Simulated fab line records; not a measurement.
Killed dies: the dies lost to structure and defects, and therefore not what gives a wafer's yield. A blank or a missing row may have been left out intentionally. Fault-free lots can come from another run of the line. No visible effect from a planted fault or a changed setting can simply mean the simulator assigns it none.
Which tool was responsible? | flow n5Finfet | 24 lots, 72 wafers sampled, at 5 steps of a route of 1938

WHAT EACH GAUGE READ, for each wafer
N5_WELL_APT_INSPECT_10: inspects for defects (macro). Usual: rawDefectCount 2.1, standard deviation 1.5.
lot  | measured    | on               | rawDefectCount | flag
L074 | day 1 13:58 | defectInspect-02 | 0 2 3          | 
L075 | day 1 19:59 | defectInspect-02 | 3 4 1          | 
L076 | day 2 01:55 | defectInspect-02 | 3 5 5          | 
L077 | day 2 07:38 | defectInspect-02 | 1 0 2          | 
L078 | day 2 13:52 | defectInspect-02 | 2 4 6          | 
L079 | day 2 20:19 | defectInspect-01 | 2 1 1          | 
L080 | day 3 01:46 | defectInspect-02 | 2 2 2          | 
L081 | day 3 07:46 | defectInspect-02 | 2 1 0          | 
L082 | day 3 13:47 | defectInspect-02 | 3 4 4          | 
L083 | day 3 19:52 | defectInspect-01 | 0 1 3          | 
L084 | day 4 01:44 | defectInspect-02 | 2 2 4          | 
L085 | day 4 08:08 | defectInspect-02 | 1 2 2          | 
L086 | day 4 13:52 | defectInspect-01 | 2 1 2          | 
L087 | day 4 19:53 | defectInspect-01 | 0 4 2          | 
L088 | day 5 02:04 | defectInspect-01 | 2 4 4          | 
L089 | day 5 08:35 | defectInspect-01 | 1 6 2          | 
L090 | day 5 13:59 | defectInspect-01 | 2 1 4          | 
L091 | day 5 19:52 | defectInspect-01 | 0 0 1          | 
L092 | day 6 01:44 | defectInspect-02 | 1 2 0          | 
L093 | day 6 07:42 | defectInspect-01 | 1 2 3          | 
L094 | day 6 13:37 | defectInspect-01 | 3 1 1          | 
L095 | day 6 19:37 | defectInspect-02 | 4 7 1          | 
L096 | day 7 01:57 | defectInspect-02 | 2 5 0          | 
L097 | day 7 07:37 | defectInspect-01 | 0 2 2          | 

N5_PMOS_HMC_CHANNEL_EPI_OVL_MEAS_10. Usual: PMOS_HMC_BLK_OVL typically reads 0.1 nm, with standard deviation 0.75.
lot  | measured    | on         | PMOS_HMC_BLK_OVL (nm) | flag
L074 | day 1 17:21 | overlay-02 | 0.5 0.3 1.9           | 
L075 | day 2 00:28 | overlay-01 | 0.4 0.1 0.1           | 
L076 | day 2 05:39 | overlay-02 | 0.7 1.0 0.7           | 
L077 | day 2 11:10 | overlay-02 | 1.9 0.7 0.9           | 
L078 | day 2 17:56 | overlay-02 | 0.3 -0.7 -0.6         | 
L079 | day 2 23:43 | overlay-01 | 0.1 -0.3 0.9          | 
L080 | day 3 05:49 | overlay-02 | -0.4 -0.2 -0.9        | 
L081 | day 3 11:45 | overlay-01 | -1.6 -1.8 -0.8        | 
L082 | day 3 17:23 | overlay-02 | -0.5 -0.4 -0.3        | 
L083 | day 3 23:42 | overlay-02 | 1.0 2.0 0.4           | 
L084 | day 4 05:19 | overlay-01 | -0.6 -0.1 -0.3        | 
L085 | day 4 11:47 | overlay-02 | 0.3 0.2 1.1           | 
L086 | day 4 17:46 | overlay-01 | 0.2 -0.4 -0.6         | 
L087 | day 4 23:30 | overlay-02 | 0.5 -0.7 -0.1         | 
L088 | day 5 05:38 | overlay-02 | 0.1 -0.4 0.1          | 
L089 | day 5 12:19 | overlay-02 | 0.2 0.4 -0.2          | 
L090 | day 5 17:29 | overlay-01 | 1.6 2.3 0.6           | 
L091 | day 5 23:47 | overlay-01 | 0.5 -0.2 0.2          | 
L092 | day 6 05:05 | overlay-01 | -0.2 -0.4 -0.8        | 
L093 | day 6 11:53 | overlay-01 | 0.4 -0.3 -0.9         | 
L094 | day 6 17:51 | overlay-02 | -0.6 -1.0 0.4         | 
L095 | day 6 23:12 | overlay-02 | -1.1 -0.9 0.3         | 
L096 | day 7 05:22 | overlay-02 | 0.0 -0.6 0.0          | 
L097 | day 7 10:52 | overlay-02 | -0.5 -0.7 -0.3        | 

N5_FIN_SAQP_CD_MEAS_37 targets a cd of 8 nm. Usual: cdNm 8.19 nm, standard deviation 0.25.
lot  | measured    | on       | cdNm (nm)      | flag
L074 | day 2 02:44 | cdSem-02 | 7.79 7.70 8.34 | 
L075 | day 2 09:11 | cdSem-03 | 8.09 8.46 7.98 | 
L076 | day 2 15:04 | cdSem-03 | 7.81 8.35 7.91 | 
L077 | day 3 02:58 | cdSem-02 | 7.85 8.59 8.03 | 
L078 | day 3 07:37 | cdSem-02 | 8.52 8.46 8.26 | 
L079 | day 3 11:37 | cdSem-01 | 8.19 8.07 7.88 | 
L080 | day 3 15:56 | cdSem-01 | 8.65 8.19 8.27 | 
L081 | day 3 22:05 | cdSem-03 | 8.42 7.87 8.33 | 
L082 | day 4 02:59 | cdSem-02 | 8.13 8.03 8.50 | 
L083 | day 4 09:43 | cdSem-03 | 8.19 7.81 7.93 | 
L084 | day 4 14:47 | cdSem-01 | 8.02 8.27 8.03 | 
L085 | day 4 22:20 | cdSem-02 | 8.41 7.94 8.03 | 
L086 | day 5 04:21 | cdSem-02 | 8.26 8.56 8.64 | 
L087 | day 5 09:50 | cdSem-02 | 8.48 8.05 8.23 | 
L088 | day 5 14:43 | cdSem-03 | 8.09 7.99 8.25 | 
L089 | day 5 21:59 | cdSem-02 | 8.12 8.35 8.05 | 
L090 | day 6 04:25 | cdSem-03 | 8.15 8.50 7.89 | 
L091 | day 6 09:57 | cdSem-03 | 8.36 8.29 8.33 | 
L092 | day 6 14:27 | cdSem-03 | 8.74 7.80 8.23 | 
L093 | day 7 00:00 | cdSem-03 | 8.42 8.20 8.57 | 
L094 | day 7 04:54 | cdSem-02 | 8.52 8.17 8.63 | 
L095 | day 7 08:36 | cdSem-01 | 8.86 8.19 8.55 | 
L096 | day 7 14:29 | cdSem-02 | 8.41 8.17 8.19 | 
L097 | day 7 19:47 | cdSem-02 | 8.37 7.82 8.02 | 

N5_DUMMY_GATE_OVL_MEAS_16. Usual: GATE_OVL typically reads 0.1 nm, with standard deviation 0.79.
lot  | measured    | on         | GATE_OVL (nm)  | flag
L074 | day 2 22:40 | overlay-02 | 0.2 0.4 0.0    | 
L075 | day 3 06:46 | overlay-02 | 0.5 0.8 1.7    | 
L076 | day 3 11:55 | overlay-01 | 1.0 -0.9 0.5   | 
L077 | day 4 00:56 | overlay-01 | 0.9 0.3 1.4    | 
L078 | day 4 04:58 | overlay-02 | -0.4 0.8 -0.3  | 
L079 | day 4 08:52 | overlay-02 | -0.4 -0.6 0.5  | 
L080 | day 4 13:47 | overlay-01 | -0.5 0.5 -0.5  | 
L081 | day 4 17:35 | overlay-01 | 0.5 0.3 1.0    | 
L082 | day 4 22:52 | overlay-02 | 0.7 1.4 1.5    | 
L083 | day 5 04:40 | overlay-02 | 0.4 0.1 0.8    | 
L084 | day 5 10:25 | overlay-01 | -0.2 -2.0 -0.5 | 
L085 | day 5 18:57 | overlay-02 | -0.2 -0.4 -1.4 | 
L086 | day 5 23:19 | overlay-02 | 0.5 -0.5 -0.7  | 
L087 | day 6 04:43 | overlay-01 | -0.5 -1.1 -1.0 | 
L088 | day 6 10:17 | overlay-01 | -0.8 0.2 0.1   | 
L089 | day 6 18:51 | overlay-02 | 0.2 0.9 0.4    | 
L090 | day 7 07:50 | overlay-02 | 0.6 -0.5 -0.3  | 
L091 | day 7 07:39 | overlay-01 | -1.6 0.0 -1.0  | 
L092 | day 7 15:32 | overlay-02 | 0.9 -0.4 -0.1  | 
L093 | day 7 20:59 | overlay-02 | 0.8 1.5 0.1    | 
L094 | day 8 05:12 | overlay-01 | -0.1 0.8 0.3   | 
L095 | day 8 05:02 | overlay-01 | 0.0 0.4 0.9    | 
L096 | day 8 12:54 | overlay-02 | -0.5 0.5 0.2   | 
L097 | day 8 17:20 | overlay-02 | 0.9 0.2 -0.1   | 

N5_SD_EPI_N_OVL_MEAS_10. Usual: SD_N_BLK_OVL typically reads -0.2 nm, with standard deviation 0.75.
lot  | measured    | on         | SD_N_BLK_OVL (nm) | flag
L074 | day 3 03:50 | overlay-01 | -0.1 -0.7 -1.6    | 
L075 | day 3 10:44 | overlay-01 | -0.3 -0.4 -0.3    | 
L076 | day 3 14:17 | overlay-01 | -0.8 -0.3 -1.3    | 
L077 | day 4 03:16 | overlay-02 | -0.5 -0.1 -0.2    | 
L078 | day 4 07:13 | overlay-02 | 0.9 0.0 -0.1      | 
L079 | day 4 11:02 | overlay-02 | -0.5 -0.5 -0.8    | 
L080 | day 4 16:11 | overlay-01 | 0.0 0.1 1.0       | 
L081 | day 4 19:44 | overlay-01 | 0.4 -0.1 0.4      | 
L082 | day 5 02:40 | overlay-01 | -0.1 -0.6 -0.2    | 
L083 | day 5 07:07 | overlay-02 | 0.7 0.9 0.3       | 
L084 | day 5 12:34 | overlay-02 | -0.5 1.0 0.3      | 
L085 | day 5 21:26 | overlay-01 | 0.1 -1.2 0.1      | 
L086 | day 6 01:36 | overlay-02 | -1.3 -0.6 -0.8    | 
L087 | day 6 07:00 | overlay-01 | -1.0 -1.8 -1.5    | 
L088 | day 6 12:34 | overlay-01 | -1.4 -1.9 -0.5    | 
L089 | day 6 22:44 | overlay-02 | 1.6 1.0 1.1       | 
L090 | day 7 10:16 | overlay-02 | 0.3 -0.5 -0.5     | 
L091 | day 7 09:49 | overlay-01 | -0.5 -0.1 -0.5    | 
L092 | day 7 18:21 | overlay-02 | 0.8 0.2 -0.3      | 
L093 | day 7 23:16 | overlay-01 | 0.6 -0.3 0.2      | 
L094 | day 8 08:11 | overlay-01 | 0.2 0.7 -0.1      | 
L095 | day 8 08:01 | overlay-02 | 0.0 -0.6 -0.4     | 
L096 | day 8 15:37 | overlay-02 | -1.4 -1.6 -0.7    | 
L097 | day 8 20:00 | overlay-02 | -0.2 -0.6 0.0     | 

WHICH TOOL RAN EACH LOT (tool, then ch and the chambers of the sampled wafers, then the start)
Before these readings, the record contains no process step.

AS READ BY THE TOOLS THEMSELVES (means over the sampled wafers that have a number; for cases with no such wafer, the mark the record gives instead)
The record holds no such reading with a usual standard deviation.

THE ANSWER, worked out from the rows above alone
Rule: a lot is off if the mean of its wafers that have a number lies more than 3 standard deviations from the usual mean. Also off: a lot with no number at a reading for which 4 or more lots have one. Where the step has rows for the other lots, those lots are counted as sound. The gauges are gone through in route order, then the tools' own readings, and for those a lot's mean is taken as printed above. At the first step where some lot is off, the reading lying furthest off is the one used; lots without a number count as furthest.
No lot is off at any reading shown: from this, nothing can be told.

WHAT THE SIMULATOR HAD PUT IN
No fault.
